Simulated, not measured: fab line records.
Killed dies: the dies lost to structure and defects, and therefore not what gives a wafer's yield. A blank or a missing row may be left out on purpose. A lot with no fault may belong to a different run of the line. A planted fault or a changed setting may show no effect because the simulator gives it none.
A lot that was struck, set against a sound lot + flow n5-finfet + 14 steps out of a route of 1938
Sound: these wafers, L729.3, L729.5, L729.6. Wafers L720.1, L720.2, L720.6 were the ones struck. The cause is given at the end.
At each step with rows: each side's tool, then ch and its chambers, then its first start. Under that, the readings that differ: sound wafers + struck wafers + difference of the means + sigmas: that difference in standard deviations of wafers without a fault.
alike: readings with means less than 2 such deviations apart, plus words and numbers identical on both sides. not compared: withheld readings, readings lacking a value on some wafer, bounds such as >300 that could conceal the same value, and numbers that have no deviation in the record and whose values overlap.
Wherever a step has rows on one side only, a row that says differs or no value, or a row with sigmas, the two part there. Numbers that have no deviation but don't overlap get no sigmas and don't part them. Lack of a reading on every wafer of one side parts them only where that side has two or more wafers.

first, 10 steps without rows for these wafers: N5_DUMMY_GATE_ETCH_23 (etches poly-Si in HBr/Cl2/O2, target depth 41 nm, time 22.3 s); N5_DUMMY_GATE_ETCH_44 (etches poly-Si in HBr/O2, stops on SiO2, target depth 127.5 nm); N5_DUMMY_GATE_ETCH_42 (etches SiO2 in CHF3/O2, target depth 3.5 nm, time 31 s); N5_DUMMY_GATE_STRIP_48 (strips in N2/H2, time 20 s); N5_DUMMY_GATE_PRECLEAN_33 (cleans in dHF, time 10 s); N5_DUMMY_GATE_PRECLEAN_25 (cleans in O3/DIW, time 45 s); N5_DUMMY_GATE_PRECLEAN_51 (cleans in SC2, time 45 s); N5_DUMMY_GATE_SRD_26 (time 30 s); N5_DUMMY_GATE_UV_OZONE_45 (time 120 s); N5_SPACER0_ALD_07 (deposits SiNx, target thk 2 nm).
N5_SPACER0_ALD_00: deposits SiOCN, target thk 3.5 nm, pulse time 3 s, purge time 2 s.
  sound on ald-sin-03 ch 0,3, day 7 17:31; struck on ald-sin-04 ch 0,2, day 5 06:24
  no value came back on the struck wafers for any of 5 readings (ald-cycles, chamber-pressure-Torr (Torr) and others); on the sound wafers ald-cycles reads 58 58 58
then, 1 step without rows for these wafers: N5_SPACER0_ALD_08 (deposits SiNx, target thk 2 nm).
N5_BEOL_M4_RC_MEAS_101:
  the record has rows for the sound wafers here (prober-01 ch 0, day 12 12:43) and none for the struck ones
-- a jump in the record: the struck wafers' starts before and after are 9 days apart (it breaks off in module BEOL_M4 and resumes in module PASSIVATION, where the first step shown is number 1936 of the route) --
N5_PASSIVATION_PROBE_49:
  sound on prober-02 at day 16 22:05; struck on prober-01 at day 14 05:29
| reading                  | sound          | struck         | difference | sigmas |
|--------------------------|----------------|----------------|------------|--------|
| defect-limited-yield (%) | 89.7 90.8 93.0 | 0 0 0          | -91        | -61    |
| killed-at-front-end      | 54 63 35       | 1116 1108 1114 | +1062      | +88    |
| killed-dies              | 121 109 83     | 1180 1180 1180 | +1076      | +60    |
| killed-on-rim            | 19 20 8        | 152 152 152    | +136       | +32    |
| sort_bin_5_function (%)  | 5.9 5.7 3.6    | 96.3 95.9 96.2 | +91.1      | +91    |
| sort-n-pass              | 1059 1071 1097 | 0 0 0          | -1076      | -60    |
| sort-yield-pct (%)       | 89.7 90.8 93.0 | 0 0 0          | -91        | -61    |
  alike: killed_at_M0_to_M3, killed_at_M4_up, killed-at-contacts, killed-at-other, killed-open, killed-short, sort_bin_6_memory

## WHERE THEY PART
First at N5_SPACER0_ALD_00; last, within this record, at N5_PASSIVATION_PROBE_49.

WHY: what the simulator had put in
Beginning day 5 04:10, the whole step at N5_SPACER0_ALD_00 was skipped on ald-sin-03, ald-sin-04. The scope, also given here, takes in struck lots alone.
